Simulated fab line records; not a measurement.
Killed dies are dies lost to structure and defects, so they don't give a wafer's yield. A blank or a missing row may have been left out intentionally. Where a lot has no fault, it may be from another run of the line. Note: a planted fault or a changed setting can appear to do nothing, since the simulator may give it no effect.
fab line records	flow nandHarc	part 1 of 2: steps 1 to 19 of 25
[record] lots = 5	wafers = 15	lastDay = 23
route steps=1159 shown A_STAIRCASE@561
lots that met no fault: taken from a fault-free run of the same line
startH: hours from the record's opening day to when the first of the lot's shown wafers began	waitH: hours since the lot's step before	" repeats the value in the row above	L1.1+2: a row that stands for several wafers	- either no value or no given start	* or withheld: withheld	< > ~ a bound
route shown NAME@n: NAME is a module with steps in the file, n the number in the route of the first one	usual: mean/standard deviation of fault-free wafers	same: alike in all rows	chamber/n: place in a boat	sites: each site's reading	_std_site: standard deviation across them	_edge_site: inner sites' mean taken away from outer sites' mean	radiusMm: how far each site lies from the wafer's centre	mask NAME#n: copy n	behind: the tool/chamber that last shaped the wafer	hold: the reason the lot was held/the length of the hold in hours/how it ended	device: the n, p or np transistor that did not switch	end of line: at the end of the route, the tests of the same wafers	for a step that has no rows: nothing shown but its recipe	killed: count of dies lost to structure and defects at first sort (not the wafer's yield)	map: shows each die of a wafer: x if killed, . if not, _ if none is there
set.NAME: the setting the step ran with; set.NAME@STEP: the setting that earlier step ran with	model.NAME: the simulator's own value behind a step, which no gauge read
lots at some steps of the route; a table a step, a row a wafer
services: the hour from which a tool's chamber was out of use, counted from the record's first day as startH (under 0 if before that day), plus the number of hours and why
[[steps]]
[step NHARC_A_STAIRCASE_TRIM_24]
[recipe] timeS = 211.2	o2FlowSccm = 500	arFlowSccm = 0	biasW = 0	chemistry = O2
[usual] drypumpMotorCurrentA = 5.6/0.46	mfcArSccm = 0.004/0.011	oesProductAu = 1.000/0.01	rfVppV = 58.0/0.84	showerheadPlenumPTorr = 3.60/0.13	throttleValvePct = 17.037/0.0096
[same] biasW = 0
lot.wafer	tool	chamber	startH	waitH	drypumpMotorCurrentA	mfcArSccm	oesProductAu	rfHoursCounterH	rfVppV	showerheadPlenumPTorr	throttleValvePct
L082.3	rieDiel-07	0	-	-	5.5	0	1.023	15	59.0	3.55	17.061
L082.5	"	3	"	"	6.5	0	1.000	-	57.8	3.65	17.037
L082.6	"	0	"	"	5.5	0	1.009	-	58.1	3.55	17.033
L084.1	rieDiel-07	1	-	-	5.7	0.003	0.997	17	58.1	3.68	17.033
L084.2	"	3	"	"	6.5	0	1.003	19	58.0	3.65	17.040
L084.5	"	1	"	"	5.6	0.003	1.004	-	58.7	3.68	17.037
L086.3	rieDiel-09	2	-	-	6.4	0	1.012	19	58.5	3.63	17.055
L086.5	"	0	"	"	5.4	0	0.997	-	57.4	3.80	17.037
L086.6	"	1	"	"	5.0	0.041	0.995	-	57.9	3.38	17.031
L091.1	rieDiel-07	1	-	-	5.7	0.003	0.995	31	57.9	3.68	17.038
L091.4	"	2	"	"	5.2	0	0.995	32	57.8	3.75	17.035
L091.5	"	1	"	"	5.7	0.003	1.007	-	58.8	3.67	17.038
L092.1	rieDiel-09	0	-	-	5.4	0	1.009	23	58.4	3.79	17.043
L092.4	"	1	"	"	5.0	0.041	1.005	28	58.1	3.37	17.036
L092.5	"	0	"	"	5.4	0	1.019	-	59.3	3.79	17.046
[step NHARC_A_STAIRCASE_ETCH_25]
[recipe] targetDepthA = 1000	timeS = 40.5	ionEnergyEv = 400	c4f8FlowSccm = 20	o2FlowSccm = 10	arFlowSccm = withheld	rfW = 600	biasW = 1000	chemistry = C4F8/O2
[usual] biasW = 1000.3/2.9	oesProductAu = 0.938/0.011	rfFwdPowerW = 593.3/2.7	rfVppV = 899/4.9
lot.wafer	tool	chamber	startH	waitH	biasW	oesProductAu	rfFwdPowerW	rfHoursCounterH	rfVppV
L082.3	rieDiel-07	3	-	-	1005.2	0.932	594.3	17	901
L082.6	"	0	"	"	996.6	0.945	596.0	-	899
L082.5	"	1	"	"	1002.9	0.932	595.1	-	902
L084.2	rieDiel-07	0	-	-	998.7	0.951	595.7	18	895
L084.1	"	3	"	"	999.2	0.941	595.8	19	900
L084.5	"	0	"	"	996.7	0.969	597.1	-	897
L086.3	rieDiel-09	2	-	-	1003.3	0.957	595.0	19	900
L086.5	"	0	"	"	1002.2	0.925	599.0	-	906
L086.6	"	1	"	"	999.4	0.933	588.4	-	892
L091.4	rieDiel-07	3	-	-	995.5	0.934	597.3	33	901
L091.1	"	0	"	"	1000.6	0.946	596.0	32	896
L091.5	"	2	"	"	997.3	0.945	588.8	-	905
L092.4	rieDiel-09	0	-	-	996.9	0.958	595.1	23	905
L092.1	"	2	"	"	1004.4	0.943	592.6	30	900
L092.5	"	0	"	"	1000.0	0.950	591.6	-	906
[step NHARC_A_STAIRCASE_TRIM_26]
[recipe] timeS = 211.2	o2FlowSccm = 500	arFlowSccm = 0	biasW = 0	chemistry = O2
[usual] drypumpMotorCurrentA = 5.6/0.47	mfcArSccm = 0.004/0.011	oesProductAu = 1.000/0.0095	rfVppV = 57.9/0.82	showerheadPlenumPTorr = 3.60/0.12	throttleValvePct = 17.037/0.0086
[same] biasW = 0
lot.wafer	tool	chamber	startH	waitH	drypumpMotorCurrentA	mfcArSccm	oesProductAu	rfHoursCounterH	rfVppV	showerheadPlenumPTorr	throttleValvePct
L082.3	rieDiel-07	2	-	-	5.2	0	0.996	16	58.5	3.76	17.050
L082.5	"	2	"	"	5.2	0	0.990	-	59.4	3.76	17.030
L082.6	"	3	"	"	6.4	0	1.000	-	58.8	3.65	17.034
L084.2	rieDiel-07	1	-	-	5.7	0.003	0.990	17	58.1	3.68	17.033
L084.1	"	2	"	"	5.2	0	0.987	18	59.1	3.76	17.042
L084.5	"	2	"	"	5.2	0	0.993	-	56.7	3.76	17.043
L086.3	rieDiel-09	1	-	-	5.0	0.041	0.996	18	56.5	3.38	17.050
L086.6	"	0	"	"	5.4	0	1.004	-	59.1	3.80	17.024
L086.5	"	1	"	"	5.0	0.041	1.007	-	56.5	3.38	17.037
L091.4	rieDiel-07	0	-	-	5.5	0	0.999	32	57.4	3.54	17.043
L091.1	"	1	"	"	5.6	0.003	1.004	31	58.0	3.67	17.028
L091.5	"	1	"	"	5.7	0.003	1.001	-	58.0	3.67	17.030
L092.1	rieDiel-09	2	-	-	6.4	0	1.003	30	58.3	3.62	17.042
L092.4	"	3	"	"	5.4	0	0.999	30	58.6	3.56	17.044
L092.5	"	1	"	"	5.0	0.041	1.003	-	58.1	3.37	17.038
[step NHARC_A_STAIRCASE_ETCH_27]
[recipe] targetDepthA = 1000	timeS = 40.5	ionEnergyEv = 400	c4f8FlowSccm = 20	o2FlowSccm = 10	arFlowSccm = withheld	rfW = 600	biasW = 1000	chemistry = C4F8/O2
[usual] biasW = 1000/3.3	oesProductAu = 0.942/0.012	rfFwdPowerW = 593.4/2.2	rfVppV = 899/4.8
lot.wafer	tool	chamber	startH	waitH	biasW	oesProductAu	rfFwdPowerW	rfHoursCounterH	rfVppV
L082.3	rieDiel-07	0	-	-	1004	0.956	594.5	16	897
L082.6	"	1	"	"	998	0.936	593.1	-	902
L082.5	"	2	"	"	996	0.919	595.5	-	906
L084.1	rieDiel-07	2	-	-	1006	0.921	592.3	18	906
L084.2	"	3	"	"	1002	0.949	595.8	19	900
L084.5	"	3	"	"	1000	0.941	596.7	-	901
L086.3	rieDiel-09	2	-	-	1000	0.963	594.0	20	901
L086.6	"	3	"	"	998	0.947	592.8	-	897
L086.5	"	0	"	"	999	0.936	593.5	-	906
L091.1	rieDiel-07	1	-	-	1002	0.946	593.0	31	901
L091.4	"	3	"	"	997	0.953	594.4	33	900
L091.5	"	2	"	"	998	0.942	591.4	-	904
L092.4	rieDiel-09	1	-	-	994	0.939	591.5	28	890
L092.1	"	2	"	"	1000	0.942	597.7	30	900
L092.5	"	1	"	"	1001	0.942	589.7	-	891
[step NHARC_A_STAIRCASE_STRIP_175]
[recipe] powerW = 1500	tempC = 250	chemistry = O2
[usual] drypumpMotorCurrentA = 5.8/0.66	heaterPowerW = 328/34
lot.wafer	tool	chamber	startH	waitH	drypumpMotorCurrentA	heaterPowerW	rfHoursCounterH
L082.3	plasmaAsher-02	0	284.72	0.2	6.7	325	-
L082.6	"	1	"	"	5.0	292	-
L082.5	"	0	"	"	6.7	334	-
L084.1	plasmaAsher-01	0	290.53	0.1	5.5	380	2
L084.2	"	1	"	"	6.1	324	2
L084.5	"	1	"	"	6.1	324	-
L086.3	plasmaAsher-01	0	313.33	0.2	5.5	384	-
L086.5	"	1	"	"	6.0	325	-
L086.6	"	0	"	"	5.5	389	-
L091.1	plasmaAsher-01	0	340.56	0.1	5.6	385	17
L091.4	"	1	"	"	6.0	326	-
L091.5	"	0	"	"	5.6	388	-
L092.1	plasmaAsher-01	1	348.75	0.1	6.1	318	20
L092.4	"	0	"	"	5.5	400	-
L092.5	"	0	"	"	5.6	394	-
[step NHARC_A_STAIRCASE_STRIP_148]
[recipe] timeS = 900	tempC = 130	chemistry = SPM
lot.wafer	tool	chamber	startH	waitH
L082.3+6+5	wetBench-05	0,1,2	284.94	0.2
L084.1+2+5	wetBench-03	0,3,4	290.88	0.3
L086.5+3+6	wetBench-03	0,2,3	313.55	0.1
L091.4+5+1	wetBench-09	3,5,7	340.87	0.2
L092.5+1+4	wetBench-05	2,5,7	349.10	0.1
[step NHARC_A_STAIRCASE_PRECLEAN_149]
[recipe] timeS = *	tempC = 50	bathAgeMin = 0	chemistry = SC1
lot.wafer	tool	chamber	startH	waitH
L082.3+6+5	wetBench-05	0,1,2	-	-
L084.1+2+5	wetBench-03	0,3,4	-	-
L086.5+3+6	wetBench-03	0,2,3	-	-
L091.4+5+1	wetBench-09	3,5,7	-	-
L092.5+1+4	wetBench-05	2,5,7	-	-
[step NHARC_A_STAIRCASE_SRD_150]
lot.wafer	tool	chamber	startH	waitH
L082.3+6+5	wetBench-05	0,1,2	-	-
L084.1+2+5	wetBench-03	0,3,4	-	-
L086.5+3+6	wetBench-03	0,2,3	-	-
L091.4+5+1	wetBench-09	3,5,7	-	-
L092.5+1+4	wetBench-05	2,5,7	-	-
[step NHARC_A_STAIRCASE_DEHYDRATE_176]
[recipe] tempC = 150	timeS = 120
[usual] chillPlateTempC = 22.99/0.12	resistLineTempC = 23.03/0.11
lot.wafer	tool	chamber	startH	waitH	chillPlateTempC	resistLineTempC
L082.3	lithoTrack-02	0	285.38	-	22.88	23.01
L082.5	"	0	"	"	23.05	22.99
L082.6	"	0	"	"	22.95	22.97
L084.1	lithoTrack-07	0	291.33	-	23.02	22.94
L084.2	"	0	"	"	22.92	22.91
L084.5	"	0	"	"	23.10	22.96
L086.3	lithoTrack-05	0	313.99	-	22.96	22.85
L086.5	"	0	"	"	22.98	22.89
L086.6	"	0	"	"	22.98	22.85
L091.1	lithoTrack-05	0	341.32	-	22.88	22.99
L091.4	"	0	"	"	22.90	22.90
L091.5	"	0	"	"	22.87	22.95
L092.1	lithoTrack-02	0	349.55	-	22.98	23.06
L092.4	"	0	"	"	23.13	23.13
L092.5	"	0	"	"	23.03	23.04
[step NHARC_A_STAIRCASE_HMDS_177]
[recipe] timeS = 30
[usual] chillPlateTempC = 22.98/0.12	resistLineTempC = 22.98/0.094
lot.wafer	tool	chamber	startH	waitH	chillPlateTempC	resistLineTempC
L082.3	lithoTrack-02	0	-	-	23.02	22.81
L082.5	"	0	"	"	23.00	22.83
L082.6	"	0	"	"	23.12	22.80
L084.1	lithoTrack-07	0	-	-	23.08	22.95
L084.2	"	0	"	"	23.07	23.09
L084.5	"	0	"	"	22.97	22.96
L086.3	lithoTrack-05	0	-	-	22.99	22.90
L086.5	"	0	"	"	22.92	22.90
L086.6	"	0	"	"	23.02	23.03
L091.1	lithoTrack-05	0	-	-	23.08	22.94
L091.4	"	0	"	"	23.20	23.06
L091.5	"	0	"	"	23.13	22.97
L092.1	lithoTrack-02	0	-	-	22.96	23.04
L092.4	"	0	"	"	22.93	23.06
L092.5	"	0	"	"	22.83	23.02
[step NHARC_A_STAIRCASE_COAT_178]
[recipe] spinRpm = 1200
[usual] chillPlateTempC = 22.99/0.11	resistLineTempC = 22.99/0.11
lot.wafer	tool	chamber	startH	waitH	chillPlateTempC	resistLineTempC
L082.3	lithoTrack-02	0	-	-	23.15	23.10
L082.5	"	0	"	"	23.12	23.02
L082.6	"	0	"	"	23.05	23.22
L084.1	lithoTrack-07	0	-	-	22.92	22.87
L084.2	"	0	"	"	22.86	23.03
L084.5	"	0	"	"	22.90	22.98
L086.3	lithoTrack-05	0	-	-	22.91	23.15
L086.5	"	0	"	"	22.95	23.03
L086.6	"	0	"	"	22.93	23.10
L091.1	lithoTrack-05	0	-	-	23.11	23.10
L091.4	"	0	"	"	23.02	22.92
L091.5	"	0	"	"	23.11	22.96
L092.1	lithoTrack-02	0	-	-	23.19	22.86
L092.4	"	0	"	"	23.05	22.95
L092.5	"	0	"	"	23.04	22.95
[step NHARC_A_STAIRCASE_SOFTBAKE_179]
[recipe] tempC = 135	timeS = 170
[usual] chillPlateTempC = 23.00/0.11	resistLineTempC = 22.96/0.12
lot.wafer	tool	chamber	startH	waitH	chillPlateTempC	resistLineTempC
L082.3	lithoTrack-02	0	-	-	23.10	23.13
L082.5	"	0	"	"	22.92	23.04
L082.6	"	0	"	"	23.01	22.92
L084.1	lithoTrack-07	0	-	-	22.80	23.03
L084.2	"	0	"	"	23.07	22.97
L084.5	"	0	"	"	23.03	23.04
L086.3	lithoTrack-05	0	-	-	23.15	22.76
L086.5	"	0	"	"	23.13	22.82
L086.6	"	0	"	"	23.14	22.71
L091.1	lithoTrack-05	0	-	-	22.84	22.87
L091.4	"	0	"	"	22.77	22.78
L091.5	"	0	"	"	22.90	22.96
L092.1	lithoTrack-02	0	-	-	22.81	23.17
L092.4	"	0	"	"	23.06	23.01
L092.5	"	0	"	"	23.06	23.02
[step NHARC_A_STAIRCASE_EBR_180]
[usual] chillPlateTempC = 23.00/0.095	resistLineTempC = 22.97/0.11
lot.wafer	tool	chamber	startH	waitH	chillPlateTempC	resistLineTempC
L082.3	lithoTrack-02	0	-	-	22.94	23.03
L082.5	"	0	"	"	23.00	22.92
L082.6	"	0	"	"	23.00	23.00
L084.1	lithoTrack-07	0	-	-	23.06	22.67
L084.2	"	0	"	"	23.02	22.86
L084.5	"	0	"	"	23.09	22.82
L086.3	lithoTrack-05	0	-	-	22.96	23.01
L086.5	"	0	"	"	22.99	23.02
L086.6	"	0	"	"	23.14	22.92
L091.1	lithoTrack-05	0	-	-	23.04	23.11
L091.4	"	0	"	"	23.02	23.11
L091.5	"	0	"	"	23.15	23.12
L092.1	lithoTrack-02	0	-	-	23.12	22.81
L092.4	"	0	"	"	22.93	23.07
L092.5	"	0	"	"	22.87	22.96
[step NHARC_A_STAIRCASE_EXPOSE_181]
[recipe] na = 0.5	doseMj = 27.87	maskId = STAIR_2
lot.wafer	tool	chamber	startH	waitH	mask
L082.3+5+6	krfScanner-01	0	285.61	-	STAIR_2#0
L084.1+2+5	krfScanner-02	0	291.67	-	STAIR_2#0
L086.3+5+6	krfScanner-02	0	314.34	-	STAIR_2#0
L091.1+4+5	krfScanner-03	0	341.65	-	STAIR_2#0
L092.1+4+5	krfScanner-01	0	349.76	-	STAIR_2#0
[step NHARC_A_STAIRCASE_PEB_182]
[recipe] pebTempC = 115	pebTimeS = 130
[usual] chillPlateTempC = 22.99/0.11	resistLineTempC = 22.98/0.11
lot.wafer	tool	chamber	startH	waitH	chillPlateTempC	resistLineTempC
L082.3	lithoTrack-07	0	285.67	0.1	22.91	22.85
L082.5	"	0	"	"	23.13	22.96
L082.6	"	0	"	"	22.98	22.86
L084.1	lithoTrack-02	0	291.73	0.1	22.89	23.17
L084.2	"	0	"	"	22.95	22.92
L084.5	"	0	"	"	23.04	23.22
L086.3	lithoTrack-02	0	314.39	0.0	22.80	22.99
L086.5	"	0	"	"	22.87	22.93
L086.6	"	0	"	"	22.74	22.89
L091.1	lithoTrack-05	0	341.72	0.1	23.02	23.14
L091.4	"	0	"	"	22.92	23.02
L091.5	"	0	"	"	22.93	23.08
L092.1	lithoTrack-02	0	349.83	0.1	23.08	23.16
L092.4	"	0	"	"	22.90	23.08
L092.5	"	0	"	"	22.88	23.08
[step NHARC_A_STAIRCASE_DEVELOP_183]
[recipe] timeS = 140
[usual] chillPlateTempC = 22.99/0.087	resistLineTempC = 22.99/0.098
lot.wafer	tool	chamber	startH	waitH	chillPlateTempC	resistLineTempC
L082.3	lithoTrack-07	0	-	-	22.98	22.92
L082.5	"	0	"	"	23.00	22.83
L082.6	"	0	"	"	22.96	22.90
L084.1	lithoTrack-02	0	-	-	23.00	23.12
L084.2	"	0	"	"	22.95	23.00
L084.5	"	0	"	"	22.95	23.14
L086.3	lithoTrack-02	0	-	-	22.96	22.99
L086.5	"	0	"	"	22.97	23.00
L086.6	"	0	"	"	23.11	23.13
L091.1	lithoTrack-05	0	-	-	23.13	23.07
L091.4	"	0	"	"	23.10	23.05
L091.5	"	0	"	"	23.17	22.96
L092.1	lithoTrack-02	0	-	-	23.03	23.11
L092.4	"	0	"	"	23.08	22.94
L092.5	"	0	"	"	23.14	23.12
[step NHARC_A_STAIRCASE_HARDBAKE_185]
[recipe] tempC = 120	timeS = 140
[usual] chillPlateTempC = 22.99/0.097	resistLineTempC = 22.97/0.11
lot.wafer	tool	chamber	startH	waitH	chillPlateTempC	resistLineTempC
L082.3	lithoTrack-07	0	285.90	-	23.10	22.97
L082.5	"	0	"	"	23.02	23.22
L082.6	"	0	"	"	23.01	23.11
L084.1	lithoTrack-05	0	291.95	-	23.00	22.88
L084.2	"	0	"	"	22.92	22.96
L084.5	"	0	"	"	23.00	22.92
L086.3	lithoTrack-07	0	314.62	-	23.09	23.13
L086.5	"	0	"	"	23.18	22.98
L086.6	"	0	"	"	23.11	23.02
L091.1	lithoTrack-05	0	341.94	-	22.86	23.07
L091.4	"	0	"	"	23.00	22.94
L091.5	"	0	"	"	22.95	23.00
L092.1	lithoTrack-07	0	350.04	-	23.10	23.06
L092.4	"	0	"	"	23.05	23.07
L092.5	"	0	"	"	23.06	23.03
[step NHARC_A_STAIRCASE_DESCUM_186]
[recipe] timeS = 3	o2FlowSccm = 200	arFlowSccm = 0	biasPowerW = 0	chemistry = O2
[usual] drypumpMotorCurrentA = 5.6/0.41	mfcArSccm = 0.002/0.0093	oesProductAu = 0.999/0.0083	rfVppV = 57.9/0.89	showerheadPlenumPTorr = 1.95/0.079	throttleValvePct = 11.310/0.0093
lot.wafer	tool	chamber	startH	waitH	drypumpMotorCurrentA	mfcArSccm	oesProductAu	rfHoursCounterH	rfVppV	showerheadPlenumPTorr	throttleValvePct
L082.3	rieDiel-09	0	286.00	-	5.4	0	0.993	5	57.9	2.08	11.298
L082.5	"	2	"	"	6.4	0	0.996	-	56.7	1.97	11.312
L082.6	"	3	"	"	5.4	0	0.984	-	59.5	1.94	11.307
L084.1	rieDiel-09	3	292.05	-	5.3	0	0.986	13	57.1	1.94	11.303
L084.2	"	1	"	"	5.0	0.041	0.991	13	58.2	1.83	11.303
L084.5	"	0	"	"	5.3	0	1.003	-	59.6	2.07	11.305
L086.3	rieDiel-07	3	314.71	-	6.4	0	0.999	27	59.5	1.98	11.311
L086.5	"	2	"	"	5.2	0	0.989	-	57.7	2.05	11.306
L086.6	"	3	"	"	6.5	0	0.989	-	57.2	1.98	11.319
L091.4	rieDiel-09	2	342.03	-	6.4	0	0.991	28	56.8	1.97	11.292
L091.1	"	3	"	"	5.4	0	0.993	28	57.1	1.93	11.297
L091.5	"	2	"	"	6.4	0	0.998	-	57.6	1.97	11.296
L092.4	rieDiel-07	3	350.15	-	6.4	0	1.004	37	58.6	1.98	11.290
L092.1	"	1	"	"	5.6	0.003	1.005	34	58.0	2.00	11.311
L092.5	"	2	"	"	5.2	0	0.995	-	57.5	2.04	11.303
[step NHARC_A_STAIRCASE_TRIM_187]
[recipe] timeS = 211.2	o2FlowSccm = 500	arFlowSccm = 0	biasW = 0	chemistry = O2
[usual] drypumpMotorCurrentA = 5.6/0.4	mfcArSccm = 0.003/0.0098	oesProductAu = 1.000/0.0087	rfVppV = 57.7/0.92	showerheadPlenumPTorr = 3.58/0.14	throttleValvePct = 17.038/0.0093
[same] biasW = 0
lot.wafer	tool	chamber	startH	waitH	drypumpMotorCurrentA	mfcArSccm	oesProductAu	rfHoursCounterH	rfVppV	showerheadPlenumPTorr	throttleValvePct
L082.3	rieDiel-09	3	286.08	0.1	5.4	0	1.001	10	57.4	3.57	17.045
L082.6	"	2	"	"	6.5	0	1.005	-	58.3	3.63	17.039
L082.5	"	3	"	"	5.4	0	0.985	-	57.2	3.57	17.029
L084.2	rieDiel-09	1	292.65	0.6	5.0	0.041	0.998	13	57.1	3.38	17.032
L084.1	"	2	"	"	6.4	0	1.009	14	57.8	3.63	17.046
L084.5	"	0	"	"	5.4	0	1.000	-	57.3	3.80	17.038
L086.3	rieDiel-07	0	314.79	0.1	5.5	0	1.010	26	58.4	3.55	17.040
L086.5	"	0	"	"	5.5	0	1.012	-	55.6	3.55	17.044
L086.6	"	1	"	"	5.7	0.003	1.003	-	58.7	3.68	17.043
L091.1	rieDiel-09	3	342.14	0.1	5.4	0	0.995	29	57.6	3.56	17.026
L091.4	"	0	"	"	5.4	0	1.005	21	57.1	3.80	17.034
L091.5	"	2	"	"	6.4	0	0.986	-	58.7	3.62	17.040
L092.1	rieDiel-07	2	350.22	0.1	5.2	0	0.989	36	59.1	3.75	17.030
L092.4	"	1	"	"	5.6	0.003	1.002	34	57.7	3.67	17.050
L092.5	"	3	"	"	6.5	0	0.997	-	57.1	3.64	17.052
